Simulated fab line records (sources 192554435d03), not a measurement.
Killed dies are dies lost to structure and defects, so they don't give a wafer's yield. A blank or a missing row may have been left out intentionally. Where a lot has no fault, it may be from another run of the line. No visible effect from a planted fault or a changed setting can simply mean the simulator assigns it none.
Matching of chambers	flow n5_finfet	4 sister chambers for N5_ILD0_CMP_07 on cmp-01
The step polishes SiO2 flowable, stops on poly-Si, t overpolish 1.18 s, target thk 138.88 nm. 4 wafers are shown with their chamber, then 7 later ones without.

== WAFERS, EACH WITH ITS CHAMBER ==
wafer	chamber	motor_current_A (A)
L083.4	1	11.6
L084.5	2	13.7
L087.5	0	12.6
L092.5	3	11.0

== WAFERS WITH NO CHAMBER GIVEN ==
wafer	motor_current_A (A)
L092.6	12.3
L096.1	11.7
L096.5	11.9
L096.6	12.0
L097.1	12.0
L097.3	11.7
L097.5	11.8

== WHICH CHAMBER EACH WENT THROUGH ==
wafer	from the rows above	in truth
L092.6	can't be placed: 0 or 1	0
L096.1	1	1
L096.5	can't be placed: 1 or 0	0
L096.6	can't be placed: 1 or 0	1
L097.1	can't be placed: 1 or 0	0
L097.3	1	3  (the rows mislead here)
L097.5	1	1
Correct placement for 2 of the 7. From these rows, 4 cannot be placed; in 4 the true chamber is one of the candidates. Wrongly placed: 1.
How it was worked out, from the rows above alone: a wafer's distance from a chamber is the root of the sum, over the readings, of the square of ((its reading less the chamber's mean) divided by the reading's scatter). If the next closest chamber is less than 2 further off than the closest, the wafer can't be placed; otherwise it belongs to the closest. For every chamber, the mean is computed from those of its wafers that are shown. The scatter: with one shown wafer a chamber, the root of the mean of the squares of how far each hidden wafer lies from its nearest shown one.
